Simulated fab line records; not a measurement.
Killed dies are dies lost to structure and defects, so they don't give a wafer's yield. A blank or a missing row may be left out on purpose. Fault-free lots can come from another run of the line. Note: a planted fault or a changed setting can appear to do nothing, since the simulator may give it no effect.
Matching of chambers | flow n5-finfet | rie-diel-06 running N5_BEOL_M12_DESCUM_33: 4 sister chambers
The step chemistry O2, time 7.9 s. 16 wafers are shown with their chamber, then 8 later ones without.

== WAFERS, EACH WITH ITS CHAMBER ==
wafer  | chamber | showerhead-plenum-p-Torr (Torr) | drypump-motor-current-A (A) | throttle-valve-pct (%)
L075.3 | 2       | 2.24                            | 6.4                         | 20.45
L075.4 | 0       | 2.03                            | 4.8                         | 20.31
L075.6 | 3       | 2.08                            | 5.7                         | 20.17
L076.2 | 2       | 2.24                            | 6.4                         | 20.46
L076.3 | 0       | 2.03                            | 4.8                         | 20.31
L076.5 | 1       | 2.16                            | 5.5                         | 20.47
L079.1 | 0       | 2.03                            | 4.8                         | 20.30
L079.2 | 2       | 2.24                            | 6.4                         | 20.44
L079.5 | 1       | 2.16                            | 5.6                         | 20.47
L083.4 | 1       | 2.16                            | 5.5                         | 20.47
L083.5 | 3       | 2.07                            | 5.7                         | 20.20
L083.6 | 2       | 2.23                            | 6.4                         | 20.47
L085.4 | 3       | 2.07                            | 5.7                         | 20.21
L085.5 | 2       | 2.23                            | 6.4                         | 20.45
L085.6 | 3       | 2.07                            | 5.7                         | 20.22
L092.1 | 3       | 2.07                            | 5.6                         | 20.23

SIGNATURES (means of the wafers above)
reading                  | chamber 0 | chamber 1 | chamber 2 | chamber 3 | scatter within a chamber
showerhead-plenum-p-Torr | 2.0300    | 2.1600    | 2.2360    | 2.0720    | 0.00408
drypump-motor-current-A  | 4.800     | 5.533     | 6.400     | 5.680     | 0.035
throttle-valve-pct       | 20.3067   | 20.4700   | 20.4540   | 20.2060   | 0.015
Rule: for each reading, subtract the chamber's mean from the wafer's reading, divide by that reading's scatter and square the result; add these up over the readings and take the root, which gives the wafer's distance from the chamber. If the next closest chamber is less than 2 further off than the closest, the wafer can't be placed; otherwise it belongs to the closest. The scatter: take each reading less its chamber's mean, square it, sum over the shown wafers, divide by the number of wafers less the number of chambers, and take the root.

== WAFERS WHOSE CHAMBER IS MISSING ==
wafer  | showerhead-plenum-p-Torr (Torr) | drypump-motor-current-A (A) | throttle-valve-pct (%)
L092.4 | 2.15                            | 5.5                         | 20.52
L092.6 | 2.02                            | 4.8                         | 20.36
L091.2 | 2.15                            | 5.6                         | 20.51
L091.4 | 2.07                            | 5.7                         | 20.24
L091.5 | 2.15                            | 5.6                         | 20.53
L095.1 | 2.02                            | 4.8                         | 20.37
L095.3 | 2.22                            | 6.4                         | 20.50
L095.5 | 2.14                            | 5.5                         | 20.54

== WHICH CHAMBER EACH ONE RAN IN ==
wafer  | from the rows above | in truth
L092.4 | 1                   | 1
L092.6 | 0                   | 0
L091.2 | 1                   | 1
L091.4 | 3                   | 3
L091.5 | 1                   | 1
L095.1 | 0                   | 0
L095.3 | 2                   | 2
L095.5 | 1                   | 1
Correct placement for 8 of the 8. From these rows, 0 cannot be placed. 0 placed wrongly.
